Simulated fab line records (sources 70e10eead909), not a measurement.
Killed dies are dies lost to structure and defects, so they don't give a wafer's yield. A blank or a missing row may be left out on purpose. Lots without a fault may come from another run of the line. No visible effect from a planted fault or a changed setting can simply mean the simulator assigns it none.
Matching of chambers || flow nandHarc || 4 sister chambers for NHARC_A_CONTACT_ETCH_106 on rieDiel-10
The step etches the open film in CF4/O2, target depth 90 nm, overetch 9 nm, time 49.5 s. 8 wafers are shown with their chamber, then 12 later ones without.

== WAFERS PAIRED WITH THEIR CHAMBERS ==
{"wafer": "L086.5", "chamber": 2, "drypumpMotorCurrentA (A)": 6.28, "showerheadPlenumPTorr (Torr)": 1.32}
{"wafer": "L091.5", "chamber": 1, "drypumpMotorCurrentA (A)": 5.66, "showerheadPlenumPTorr (Torr)": 1.31}
{"wafer": "L090.2", "chamber": 2, "drypumpMotorCurrentA (A)": 6.25, "showerheadPlenumPTorr (Torr)": 1.31}
{"wafer": "L089.5", "chamber": 0, "drypumpMotorCurrentA (A)": 6.17, "showerheadPlenumPTorr (Torr)": 1.36}
{"wafer": "L089.6", "chamber": 3, "drypumpMotorCurrentA (A)": 5.80, "showerheadPlenumPTorr (Torr)": 1.30}
{"wafer": "L092.3", "chamber": 1, "drypumpMotorCurrentA (A)": 5.67, "showerheadPlenumPTorr (Torr)": 1.30}
{"wafer": "L092.5", "chamber": 0, "drypumpMotorCurrentA (A)": 6.14, "showerheadPlenumPTorr (Torr)": 1.36}
{"wafer": "L092.6", "chamber": 3, "drypumpMotorCurrentA (A)": 5.81, "showerheadPlenumPTorr (Torr)": 1.30}

== WAFERS MISSING THEIR CHAMBER ==
{"wafer": "L093.1", "drypumpMotorCurrentA (A)": 6.22, "showerheadPlenumPTorr (Torr)": 1.31}
{"wafer": "L093.5", "drypumpMotorCurrentA (A)": 6.24, "showerheadPlenumPTorr (Torr)": 1.31}
{"wafer": "L093.6", "drypumpMotorCurrentA (A)": 5.69, "showerheadPlenumPTorr (Torr)": 1.30}
{"wafer": "L094.2", "drypumpMotorCurrentA (A)": 6.25, "showerheadPlenumPTorr (Torr)": 1.31}
{"wafer": "L094.4", "drypumpMotorCurrentA (A)": 5.68, "showerheadPlenumPTorr (Torr)": 1.30}
{"wafer": "L094.6", "drypumpMotorCurrentA (A)": 5.81, "showerheadPlenumPTorr (Torr)": 1.29}
{"wafer": "L095.3", "drypumpMotorCurrentA (A)": 6.24, "showerheadPlenumPTorr (Torr)": 1.31}
{"wafer": "L095.5", "drypumpMotorCurrentA (A)": 5.66, "showerheadPlenumPTorr (Torr)": 1.30}
{"wafer": "L095.6", "drypumpMotorCurrentA (A)": 6.15, "showerheadPlenumPTorr (Torr)": 1.36}
{"wafer": "L097.2", "drypumpMotorCurrentA (A)": 6.15, "showerheadPlenumPTorr (Torr)": 1.36}
{"wafer": "L097.3", "drypumpMotorCurrentA (A)": 5.79, "showerheadPlenumPTorr (Torr)": 1.29}
{"wafer": "L097.5", "drypumpMotorCurrentA (A)": 5.69, "showerheadPlenumPTorr (Torr)": 1.30}

== THE CHAMBER EACH PASSED THROUGH ==
{"wafer": "L093.1", "from the rows above": 2, "in truth": 2}
{"wafer": "L093.5", "from the rows above": 2, "in truth": 2}
{"wafer": "L093.6", "from the rows above": 1, "in truth": 1}
{"wafer": "L094.2", "from the rows above": 2, "in truth": 2}
{"wafer": "L094.4", "from the rows above": 1, "in truth": 1}
{"wafer": "L094.6", "from the rows above": 3, "in truth": 3}
{"wafer": "L095.3", "from the rows above": 2, "in truth": 2}
{"wafer": "L095.5", "from the rows above": 1, "in truth": 1}
{"wafer": "L095.6", "from the rows above": 0, "in truth": 0}
{"wafer": "L097.2", "from the rows above": 0, "in truth": 0}
{"wafer": "L097.3", "from the rows above": 3, "in truth": 3}
{"wafer": "L097.5", "from the rows above": 1, "in truth": 1}
Placed correctly: 12 of 12. Can't be placed from these rows: 0. 0 placed wrongly.
How it was worked out, from the rows above alone: a wafer's distance from a chamber is the root of the sum, over the readings, of the square of ((its reading less the chamber's mean) divided by the reading's scatter). The wafer belongs to the nearest chamber; if the next one is less than 2 further off, it can't be placed. The mean given for a chamber averages the wafers shown for that chamber. How the scatter is found: for the shown wafers, subtract from each reading the mean of its chamber, square and add these, divide the total by (wafers less chambers), then take the root.
